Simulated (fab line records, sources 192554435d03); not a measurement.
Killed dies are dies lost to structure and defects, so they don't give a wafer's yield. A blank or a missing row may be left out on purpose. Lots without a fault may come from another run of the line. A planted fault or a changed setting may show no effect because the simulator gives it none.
Chamber matching | flow n5_finfet | N5_BEOL_M0_SAQP_SPACER2_ALD_26 on ald_sin-02: 4 sister chambers
The step deposits SiO2, target thk 15 nm, pulse time 1 s, purge time 2 s. 8 wafers are shown with their chamber, then 11 later ones without.

WAFERS WITH THEIR CHAMBER
wafer  | chamber | heater_power_w (W) | precursor_pulse_height_rel
L079.3 | 1       | 478                | 0.987
L082.4 | 0       | 482                | 1.035
L085.2 | 3       | 482                | 0.995
L085.5 | 0       | 484                | 0.992
L087.2 | 1       | 460                | 1.014
L087.3 | 2       | 522                | 1.018
L087.5 | 3       | 486                | 1.003
L088.1 | 2       | 523                | 0.964

WAFERS WITHOUT THEIR CHAMBER
wafer  | heater_power_w (W) | precursor_pulse_height_rel
L088.4 | 473                | 1.020
L088.5 | 471                | 1.028
L089.2 | 483                | 0.968
L089.3 | 465                | 0.997
L089.6 | 483                | 1.010
L093.3 | 454                | 0.961
L093.5 | 487                | 1.006
L093.6 | 492                | 1.002
L094.1 | 481                | 1.005
L094.4 | 529                | 0.992
L094.5 | 470                | 0.950

WHICH CHAMBER EACH WENT THROUGH
wafer  | from the rows above          | in truth
L088.4 | can't be placed: 1 or 0 or 3 | 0
L088.5 | can't be placed: 1 or 0 or 3 | 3
L089.2 | can't be placed: 3 or 0 or 1 | 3
L089.3 | 1                            | 1
L089.6 | can't be placed: 0 or 3      | 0
L093.3 | 1                            | 1
L093.5 | can't be placed: 3 or 0      | 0
L093.6 | can't be placed: 3 or 0      | 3
L094.1 | can't be placed: 0 or 3 or 1 | 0
L094.4 | 2                            | 2
L094.5 | can't be placed: 1 or 3 or 0 | 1
Placed correctly: 3 of 11. Can't be placed from these rows: 8 (the true chamber is among the candidates in 8). Placed wrongly: 0.
How it was worked out, from the rows above alone: a wafer's distance from a chamber is the root of the sum, over the readings, of the square of ((its reading less the chamber's mean) divided by the reading's scatter). The wafer belongs to the nearest chamber; if the next one is less than 2 further off, it can't be placed. A chamber's mean is the mean of its shown wafers. The scatter: the root of (the sum of the squares of (reading less its chamber's mean) over the shown wafers, divided by (wafers less chambers)).
